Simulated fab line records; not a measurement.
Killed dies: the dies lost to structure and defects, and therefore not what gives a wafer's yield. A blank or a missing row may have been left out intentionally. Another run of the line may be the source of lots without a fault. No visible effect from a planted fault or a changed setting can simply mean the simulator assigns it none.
fab line records -- flow nand_harc
[record] lots = 13, wafers = 39, last_day = 35
route steps=1302 shown P_GATE@119 THIN_TSV@1267 END@1302
lots with no fault: from the same line, run without faults
start_h: the number of hours between the record's first day and the start of the first shown wafer of the lot -- wait_h: time in hours since the lot's previous step -- " repeats the value in the row above -- L1.1+2: a row that stands for several wafers -- - value missing, or start not given -- * or withheld: withheld -- < > ~ a bound
route shown NAME@n: NAME is a module with steps in the file, n the number in the route of the first one -- usual: mean/standard deviation of fault-free wafers -- same: alike in all rows -- chamber/n: place in a boat -- sites: each site's reading -- _std_site: standard deviation across them -- _edge_site: mean of outer sites minus mean of inner sites -- radius_mm: how far each site lies from the wafer's centre -- mask NAME#n: copy n -- behind: the most recent tool/chamber to have shaped the wafer -- hold: what put the lot on hold/how long, in hours/how the hold closed -- device: which transistor (n, p or np) failed to switch -- end of line: the same wafers' tests at the end of the route -- for a step that has no rows: nothing shown but its recipe -- killed: dies lost to structure and defects at the first sort, not the wafer's yield -- map: shows each die of a wafer: x if killed, . if not, _ if none is there
set.NAME: the setting the step ran with; set.NAME@STEP: the setting that earlier step ran with -- model.NAME: the simulator's own value behind a step, which no gauge read
steps of the route over a sample of lots; a table a step, a row a wafer
services: a tool's chamber out of use, with start hour (start_h, from the record's first day; less than 0 if before it), hours out, and reason
[[steps]]
[step NHARC_P_GATE_EXPOSE_08]
[recipe] na = 0.6, dose_mj = 16.75, mask_id = P_HV
[usual] stage_vel_mm_s = 499.92/0.28
lot.wafer,tool,chamber,start_h,wait_h,mask,stage_vel_mm_s
L492.2,krf_scanner-02,0,78.94,-,P_HV#0,499.92
L492.3,krf_scanner-02,0,78.94,-,P_HV#0,500.08
L492.5,krf_scanner-02,0,78.94,-,P_HV#0,500.21
L493.1,krf_scanner-02,0,92.79,-,P_HV#0,500.29
L493.3,krf_scanner-02,0,92.79,-,P_HV#0,500.04
L493.4,krf_scanner-02,0,92.79,-,P_HV#0,500.09
L494.2,krf_scanner-01,0,97.47,-,P_HV#0,499.81
L494.4,krf_scanner-01,0,97.47,-,P_HV#0,499.83
L494.5,krf_scanner-01,0,97.47,-,P_HV#0,499.96
L495.1,krf_scanner-02,0,108.33,-,P_HV#0,499.86
L495.5,krf_scanner-02,0,108.33,-,P_HV#0,500.25
L495.6,krf_scanner-02,0,108.33,-,P_HV#0,499.93
L503.3,krf_scanner-02,0,187.81,-,P_HV#0,500.46
L503.4,krf_scanner-02,0,187.81,-,P_HV#0,500.15
L503.6,krf_scanner-02,0,187.81,-,P_HV#0,500.03
L504.1,krf_scanner-02,0,197.48,-,P_HV#0,499.78
L504.3,krf_scanner-02,0,197.48,-,P_HV#0,499.84
L504.4,krf_scanner-02,0,197.48,-,P_HV#0,499.93
L505.1,krf_scanner-04,0,223.01,-,P_HV#0,499.57
L505.2,krf_scanner-04,0,223.01,-,P_HV#0,499.60
L505.5,krf_scanner-04,0,223.01,-,P_HV#0,499.68
L506.3,krf_scanner-01,0,223.18,-,P_HV#0,499.64
L506.4,krf_scanner-01,0,223.18,-,P_HV#0,499.46
L506.5,krf_scanner-01,0,223.18,-,P_HV#0,499.65
L508.1,krf_scanner-04,0,238.85,-,P_HV#0,500.51
L508.3,krf_scanner-04,0,238.85,-,P_HV#0,500.44
L508.5,krf_scanner-04,0,238.85,-,P_HV#0,500.22
L509.1,krf_scanner-04,0,247.96,-,P_HV#0,499.64
L509.5,krf_scanner-04,0,247.96,-,P_HV#0,499.81
L509.6,krf_scanner-04,0,247.96,-,P_HV#0,499.22
L510.1,krf_scanner-01,0,263.45,-,P_HV#0,499.93
L510.5,krf_scanner-01,0,263.45,-,P_HV#0,499.81
L510.6,krf_scanner-01,0,263.45,-,P_HV#0,499.89
L514.3,krf_scanner-01,0,299.49,-,P_HV#0,500.14
L514.5,krf_scanner-01,0,299.49,-,P_HV#0,500.01
L514.6,krf_scanner-01,0,299.49,-,P_HV#0,500.14
L515.2,krf_scanner-01,0,307.17,-,P_HV#0,500.05
L515.3,krf_scanner-01,0,307.17,-,P_HV#0,500.01
L515.6,krf_scanner-01,0,307.17,-,P_HV#0,499.98
[step NHARC_THIN_TSV_DEP_47]
[recipe] target_thk_a = 2000, temp_c = withheld, pressure_torr = 6.5, rf_w = 900, teos_flow_sccm = 161.4, flow_sccm = 2650, target_thk_nm = 200, gas = O2, material = SiO2
[usual] throttle_valve_pct = 16.1/0.56
lot.wafer,tool,chamber,start_h,wait_h,throttle_valve_pct
L493.1,pecvd-04,1,558.12,-,16.5
L493.3,pecvd-04,2,558.12,-,15.8
L493.4,pecvd-04,2,558.12,-,15.9
L492.2,pecvd-02,0,564.32,-,15.9
L492.3,pecvd-02,1,564.32,-,16.5
L492.5,pecvd-02,0,564.32,-,16.0
L494.2,pecvd-04,2,570.77,-,16.2
L494.4,pecvd-04,0,570.77,-,16.3
L494.5,pecvd-04,2,570.77,-,16.4
L495.1,pecvd-02,2,588.93,-,15.6
L495.6,pecvd-02,0,588.93,-,15.8
L495.5,pecvd-02,1,588.93,-,16.2
L503.3,pecvd-02,1,698.23,-,15.7
L503.4,pecvd-02,1,698.23,-,15.7
L503.6,pecvd-02,2,698.23,-,15.6
L504.3,pecvd-04,1,702.60,-,16.4
L504.1,pecvd-04,0,702.60,-,16.4
L504.4,pecvd-04,1,702.60,-,16.0
L505.1,pecvd-04,1,711.06,-,16.2
L505.2,pecvd-04,0,711.06,-,16.8
L505.5,pecvd-04,2,711.06,-,16.5
L506.3,pecvd-03,1,711.20,-,15.4
L506.4,pecvd-03,2,711.20,-,16.3
L506.5,pecvd-03,0,711.20,-,16.9
L508.3,pecvd-03,1,715.93,-,15.6
L508.1,pecvd-03,2,715.93,-,16.1
L508.5,pecvd-03,0,715.93,-,17.0
L509.1,pecvd-03,1,721.27,-,15.2
L509.6,pecvd-03,1,721.27,-,15.5
L509.5,pecvd-03,2,721.27,-,16.2
L510.1,pecvd-04,2,738.57,-,17.0
L510.6,pecvd-04,0,738.57,-,16.6
L510.5,pecvd-04,1,738.57,-,16.3
L514.3,pecvd-04,0,778.82,-,16.6
L514.6,pecvd-04,2,778.82,-,17.0
L514.5,pecvd-04,0,778.82,-,16.6
L515.2,pecvd-02,2,821.21,-,15.7
L515.3,pecvd-02,1,821.21,-,16.0
L515.6,pecvd-02,1,821.21,-,15.7
[step NHARC_THIN_TSV_STRIP_62]
[recipe] power_w = 1500, temp_c = 250, time_s = 20, chemistry = N2/H2
[usual] drypump_motor_current_A = 5.87/0.28, heater_power_w = 333/27
[same] time_s = 20
lot.wafer,tool,chamber,start_h,wait_h,drypump_motor_current_A,heater_power_w,rf_hours_counter_h
L493.1,plasma_asher-01,1,558.83,-,6.25,370,8
L493.3,plasma_asher-01,1,558.83,-,6.27,376,-
L493.4,plasma_asher-01,0,558.83,-,5.82,303,-
L492.2,plasma_asher-01,0,565.05,-,5.74,312,10
L492.3,plasma_asher-01,1,565.05,-,6.23,382,-
L492.5,plasma_asher-01,1,565.05,-,6.27,365,-
L494.2,plasma_asher-01,1,571.69,-,6.25,384,13
L494.4,plasma_asher-01,0,571.69,-,5.79,324,-
L494.5,plasma_asher-01,1,571.69,-,6.20,374,-
L495.1,plasma_asher-01,1,589.77,-,6.22,370,21
L495.5,plasma_asher-01,1,589.77,-,6.28,383,-
L495.6,plasma_asher-01,0,589.77,-,5.80,302,-
L503.4,plasma_asher-02,0,699.66,-,5.66,345,-
L503.3,plasma_asher-02,1,699.66,-,5.51,336,-
L503.6,plasma_asher-02,0,699.66,-,5.68,337,-
L504.1,plasma_asher-02,1,703.94,-,5.51,334,19
L504.4,plasma_asher-02,0,703.94,-,5.64,339,-
L504.3,plasma_asher-02,1,703.94,-,5.50,340,-
L505.2,plasma_asher-01,1,711.82,-,6.23,352,2
L505.1,plasma_asher-01,0,711.82,-,5.78,294,2
L505.5,plasma_asher-01,0,711.82,-,5.79,296,-
L506.3,plasma_asher-02,1,711.97,-,5.51,341,-
L506.4,plasma_asher-02,0,711.97,-,5.63,349,-
L506.5,plasma_asher-02,0,711.97,-,5.65,348,-
L508.1,plasma_asher-02,1,716.72,-,5.51,325,24
L508.3,plasma_asher-02,1,716.72,-,5.50,344,-
L508.5,plasma_asher-02,0,716.72,-,5.62,339,-
L509.1,plasma_asher-02,0,722.19,-,5.65,346,24
L509.5,plasma_asher-02,1,722.19,-,5.50,342,-
L509.6,plasma_asher-02,0,722.19,-,5.66,334,-
L510.1,plasma_asher-01,1,739.33,-,6.26,337,8
L510.6,plasma_asher-01,0,739.33,-,5.78,286,-
L510.5,plasma_asher-01,1,739.33,-,6.27,346,-
L514.3,plasma_asher-02,0,779.60,-,5.62,346,-
L514.6,plasma_asher-02,1,779.60,-,5.51,333,-
L514.5,plasma_asher-02,0,779.60,-,5.64,333,-
L515.2,plasma_asher-01,0,821.99,-,5.80,289,24
L515.3,plasma_asher-01,1,821.99,-,6.24,345,-
L515.6,plasma_asher-01,1,821.99,-,6.24,352,-
[step NHARC_THIN_TSV_STRIP_56]
[recipe] power_w = 1500, temp_c = 250, chemistry = O2
[usual] drypump_motor_current_A = 5.89/0.28, heater_power_w = 334/28
lot.wafer,tool,chamber,start_h,wait_h,drypump_motor_current_A,heater_power_w,rf_hours_counter_h
L493.1,plasma_asher-01,1,562.82,0.1,6.25,378,9
L493.3,plasma_asher-01,0,562.82,0.1,5.83,308,-
L493.4,plasma_asher-01,1,562.82,0.1,6.24,372,-
L492.2,plasma_asher-01,0,569.68,0.8,5.79,311,12
L492.3,plasma_asher-01,0,569.68,0.8,5.82,317,-
L492.5,plasma_asher-01,0,569.68,0.8,5.80,309,-
L494.2,plasma_asher-01,0,575.67,0.1,5.78,315,14
L494.4,plasma_asher-01,0,575.67,0.1,5.79,310,-
L494.5,plasma_asher-01,0,575.67,0.1,5.79,304,-
L495.1,plasma_asher-01,1,593.63,0.1,6.26,369,22
L495.5,plasma_asher-01,0,593.63,0.1,5.78,314,-
L495.6,plasma_asher-01,1,593.63,0.1,6.27,381,-
L503.3,plasma_asher-02,0,704.14,0.5,5.66,343,-
L503.4,plasma_asher-02,1,704.14,0.5,5.52,335,-
L503.6,plasma_asher-02,0,704.14,0.5,5.65,348,-
L504.1,plasma_asher-01,0,708.00,0.1,5.79,295,1
L504.4,plasma_asher-01,1,708.00,0.1,6.25,348,-
L504.3,plasma_asher-01,0,708.00,0.1,5.79,297,-
L505.2,plasma_asher-01,0,715.77,0.1,5.81,288,3
L505.1,plasma_asher-01,1,715.77,0.1,6.26,344,3
L505.5,plasma_asher-01,0,715.77,0.1,5.80,285,-
L506.4,plasma_asher-02,1,716.05,0.2,5.52,338,-
L506.3,plasma_asher-02,0,716.05,0.2,5.64,347,-
L506.5,plasma_asher-02,0,716.05,0.2,5.66,342,-
L508.1,plasma_asher-01,0,720.81,0.3,5.78,296,4
L508.3,plasma_asher-01,0,720.81,0.3,5.78,301,-
L508.5,plasma_asher-01,1,720.81,0.3,6.25,363,-
L509.1,plasma_asher-01,1,726.34,0.2,6.25,343,6
L509.6,plasma_asher-01,0,726.34,0.2,5.80,292,-
L509.5,plasma_asher-01,1,726.34,0.2,6.22,345,-
L510.1,plasma_asher-02,0,743.25,0.1,5.63,345,29
L510.5,plasma_asher-02,0,743.25,0.1,5.64,346,-
L510.6,plasma_asher-02,1,743.25,0.1,5.50,342,-
L514.3,plasma_asher-01,0,783.61,0.2,5.77,294,-
L514.6,plasma_asher-01,1,783.61,0.2,6.30,345,-
L514.5,plasma_asher-01,0,783.61,0.2,5.80,294,-
L515.2,plasma_asher-02,1,826.13,0.1,5.50,338,5
L515.3,plasma_asher-02,1,826.13,0.1,5.50,338,-
L515.6,plasma_asher-02,1,826.13,0.1,5.51,340,-
[step NHARC_END_SORT_01]
[recipe] temp_c = 25
[usual] killed_at_array = 54/18, killed_at_other = 0.9/1.2, killed_at_periphery = 4.4/2.9, killed_dies = 59/18, killed_open = 3.2/1.8, killed_short = 2.6/1.8
[same] gross_dies = 677
lot.wafer,tool,chamber,start_h,wait_h,hold,killed_at_array,killed_at_other,killed_at_periphery,killed_dies,killed_open,killed_short
L493.1,prober-02,0,573.82,2.5,-,68,0,3,71,4,2
L493.3,prober-02,0,575.44,3.1,-,52,1,2,55,2,1
L493.4,prober-02,0,576.25,3.4,-,85,0,1,86,5,2
L503.3,prober-01,0,714.17,3.1,await_dispo/2.3h/scrap,49,0,628,677,5,2
L503.4,prober-01,0,714.98,3.4,await_dispo/2.3h/scrap,49,1,627,677,1,3
L503.6,prober-01,0,716.60,4.1,await_dispo/2.3h/scrap,62,0,615,677,3,6
L504.1,prober-01,0,720.46,2.5,await_dispo/5.7h/scrap,37,1,639,677,7,2
L504.3,prober-01,0,722.07,3.1,await_dispo/5.7h/scrap,39,0,638,677,0,2
L504.4,prober-01,0,722.87,3.4,await_dispo/5.7h/scrap,47,0,630,677,2,2
L505.1,prober-02,0,728.20,2.6,-,48,0,6,54,4,2
L505.2,prober-02,0,729.00,2.8,-,43,1,2,46,3,1
L505.5,prober-02,0,731.37,3.7,-,46,0,3,49,3,1
L509.1,prober-02,0,743.80,2.5,-,80,0,6,86,6,4
L509.5,prober-02,0,747.03,3.7,-,70,1,7,78,1,4
L509.6,prober-02,0,747.83,4.0,-,68,1,9,78,2,1
// killed by level:class
L493.1 A_SLIT:chamber_film_flake=25 A_CHANNEL_HOLE_D1:chamber_film_flake=19 A_CHANNEL_HOLE_D2:chamber_film_flake=8 A_STAIRCASE:chamber_film_flake=3 A_CHANNEL_HOLE_D2:geometric_particle:open=2 A_ZERO_WELL:chamber_film_flake=2 A_WL_FILL:chamber_film_flake=2 A_CONTACT:chamber_film_flake=2
L493.3 A_CHANNEL_HOLE_D1:chamber_film_flake=19 A_SLIT:chamber_film_flake=16 A_STAIRCASE:chamber_film_flake=5 A_ZERO_WELL:chamber_film_flake=2 A_CHANNEL_HOLE_D2:chamber_film_flake=2 A_CONTACT:chamber_film_flake=2 A_BONDPAD:chamber_film_flake=2 P_STI:geometric_particle:open=1
L493.4 A_CHANNEL_HOLE_D1:chamber_film_flake=35 A_SLIT:chamber_film_flake=24 A_CHANNEL_HOLE_D2:chamber_film_flake=8 A_BONDPAD:chamber_film_flake=5 A_WL_FILL:geometric_particle:short=2 A_STAIRCASE:chamber_film_flake=2 A_CONTACT:chamber_film_flake=2 A_CHANNEL_FILL_D1:geometric_particle:open=1
L503.3 P_GATE:overlay=622 A_CHANNEL_HOLE_D1:chamber_film_flake=18 A_CHANNEL_HOLE_D2:chamber_film_flake=18 A_CONTACT:chamber_film_flake=4 P_STI:chamber_film_flake=2 A_STAIRCASE:chamber_film_flake=2 A_SLIT:chamber_film_flake=2 P_M0:geometric_particle:open=1
L503.4 P_GATE:overlay=623 A_CHANNEL_HOLE_D1:chamber_film_flake=18 A_CHANNEL_HOLE_D2:chamber_film_flake=16 A_STAIRCASE:chamber_film_flake=6 A_CHANNEL_FILL_D1:chamber_film_flake=3 A_SLIT:chamber_film_flake=2 P_STI:geometric_particle:open=1 A_SGD_CUT:geometric_particle:short=1
L503.6 P_GATE:overlay=611 A_CHANNEL_HOLE_D2:chamber_film_flake=22 A_CHANNEL_HOLE_D1:chamber_film_flake=18 A_SLIT:chamber_film_flake=5 A_STAIRCASE:chamber_film_flake=4 A_CONTACT:chamber_film_flake=3 A_CHANNEL_FILL_D2:geometric_particle:short=2 A_CHANNEL_FILL_D2:geometric_particle:open=2
L504.1 P_GATE:overlay=636 A_CHANNEL_HOLE_D2:chamber_film_flake=12 A_CHANNEL_HOLE_D1:chamber_film_flake=9 A_STAIRCASE:chamber_film_flake=7 A_BLC:geometric_particle:open=3 A_CONTACT:chamber_film_flake=2 P_CONTACT:geometric_particle:short=1 P_M0:geometric_particle:short=1
L504.3 P_GATE:overlay=636 A_CHANNEL_HOLE_D2:chamber_film_flake=19 A_STAIRCASE:chamber_film_flake=5 A_CONTACT:chamber_film_flake=5 A_CHANNEL_HOLE_D1:chamber_film_flake=4 A_SGD_CUT:chamber_film_flake=2 A_DECK1_JOINT:geometric_particle:short=1 A_ONON_D2:geometric_particle:short=1
L504.4 P_GATE:overlay=628 A_CHANNEL_HOLE_D2:chamber_film_flake=19 A_CHANNEL_HOLE_D1:chamber_film_flake=10 A_SLIT:chamber_film_flake=5 A_STAIRCASE:chamber_film_flake=5 A_CONTACT:chamber_film_flake=5 P_GATE:geometric_particle:open=1 P_M0:geometric_particle:open=1
L505.1 A_CHANNEL_HOLE_D2:chamber_film_flake=23 A_CHANNEL_HOLE_D1:chamber_film_flake=11 A_CONTACT:chamber_film_flake=5 A_CHANNEL_FILL_D2:chamber_film_flake=3 P_BONDPAD:chamber_film_flake=2 A_SLIT:chamber_film_flake=2 P_ZERO_WELL:geometric_particle:short=1 P_GATE:geometric_particle:open=1
L505.2 A_CHANNEL_HOLE_D2:chamber_film_flake=19 A_CHANNEL_HOLE_D1:chamber_film_flake=7 A_CONTACT:chamber_film_flake=7 A_SLIT:chamber_film_flake=4 A_DECK1_JOINT:geometric_particle:open=1 A_CHANNEL_HOLE_D2:geometric_particle:open=1 A_BLC:geometric_particle:open=1 P_GATE:chamber_film_flake=1
L505.5 A_CHANNEL_HOLE_D2:chamber_film_flake=19 A_SLIT:chamber_film_flake=8 A_CHANNEL_HOLE_D1:chamber_film_flake=7 A_CONTACT:chamber_film_flake=5 P_M0:geometric_particle:open=2 A_STAIRCASE:chamber_film_flake=2 A_SOURCE_PLATE:geometric_particle:short=1 A_SOURCE_PLATE:geometric_particle:open=1
L509.1 A_SLIT:chamber_film_flake=39 A_CHANNEL_HOLE_D1:chamber_film_flake=25 P_M1:chamber_film_flake=6 A_CONTACT:chamber_film_flake=4 A_CHANNEL_HOLE_D1:geometric_particle:short=2 A_CHANNEL_FILL_D2:geometric_particle:open=2 A_CHANNEL_HOLE_D1:geometric_particle:open=1 A_CHANNEL_FILL_D1:geometric_particle:short=1
L509.5 A_SLIT:chamber_film_flake=31 A_CHANNEL_HOLE_D1:chamber_film_flake=26 A_CONTACT:chamber_film_flake=7 P_M1:chamber_film_flake=6 A_CHANNEL_HOLE_D1:geometric_particle:short=1 A_CHANNEL_FILL_D1:geometric_particle:short=1 A_DECK1_JOINT:geometric_particle:open=1 A_ONON_D2:geometric_particle:short=1
L509.6 A_SLIT:chamber_film_flake=32 A_CHANNEL_HOLE_D1:chamber_film_flake=26 P_M1:chamber_film_flake=6 A_CONTACT:chamber_film_flake=5 P_STI:chamber_film_flake=2 A_ONON_D1:geometric_particle:open=1 A_CONTACT:geometric_particle:open=1 A_M0:geometric_particle:short=1
[[services]]
tool,chamber,start_h,hours,kind
plasma_asher-02,-,72.14,9.0,pm
plasma_asher-02,-,84.00,0.7,repair
pecvd-04,-,88.62,13.0,pm
plasma_asher-01,-,123.01,1.9,repair
plasma_asher-01,-,165.00,9.0,pm
plasma_asher-02,-,249.14,9.0,pm
pecvd-04,-,269.94,13.0,pm
plasma_asher-01,-,342.00,9.0,pm
plasma_asher-01,-,389.65,4.0,repair
pecvd-04,-,394.73,1.2,repair
plasma_asher-02,-,413.24,14.6,repair
plasma_asher-02,-,427.87,9.0,pm
pecvd-04,-,450.94,13.0,pm
pecvd-04,2,486.61,11.9,repair
plasma_asher-01,-,519.00,9.0,pm
plasma_asher-02,-,547.96,59.8,repair
pecvd-04,1,559.05,21.8,repair
plasma_asher-02,-,607.80,9.0,pm
pecvd-04,-,631.94,13.0,pm
plasma_asher-01,-,696.00,9.0,pm
plasma_asher-02,-,719.79,1.1,repair
plasma_asher-01,-,738.68,0.5,repair
plasma_asher-02,-,784.80,9.0,pm
pecvd-04,1,804.03,4.2,repair
[[key]]
[first_sign] step = NHARC_END_SORT_01, reading = killed_at_periphery, direction = up, sigmas = 99+, usual = 4.4, struck = 629.5
[effect] step = NHARC_END_SORT_01, reading = killed_dies, direction = up, sigmas = 34, usual = 59, struck = 677
[more_kills_born_at] NHARC_P_GATE_EXPOSE_08@krf_scanner-02 = 3756
met_at NHARC_P_GATE_EXPOSE_08
struck_lots L503,L504
tester_left_out L503,L504
not_acting_at NHARC_THIN_TSV_DEP_47,NHARC_THIN_TSV_STRIP_62,NHARC_THIN_TSV_STRIP_56
onset_between 108.33 187.81
[fault] kind = scanner_matching_overlay, tool = krf_scanner-02, chamber = -, onset_h = 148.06, steps = NHARC_P_GATE_EXPOSE_08, offset = 202.67
// tester_left_out: of these lots the tester's yield and bins aren't shown, on N5 and GAA mostly nor the transistor test; their killed dies are dies lost to structure and defects alone, not to doping, threshold or leakage, so they don't give the yield
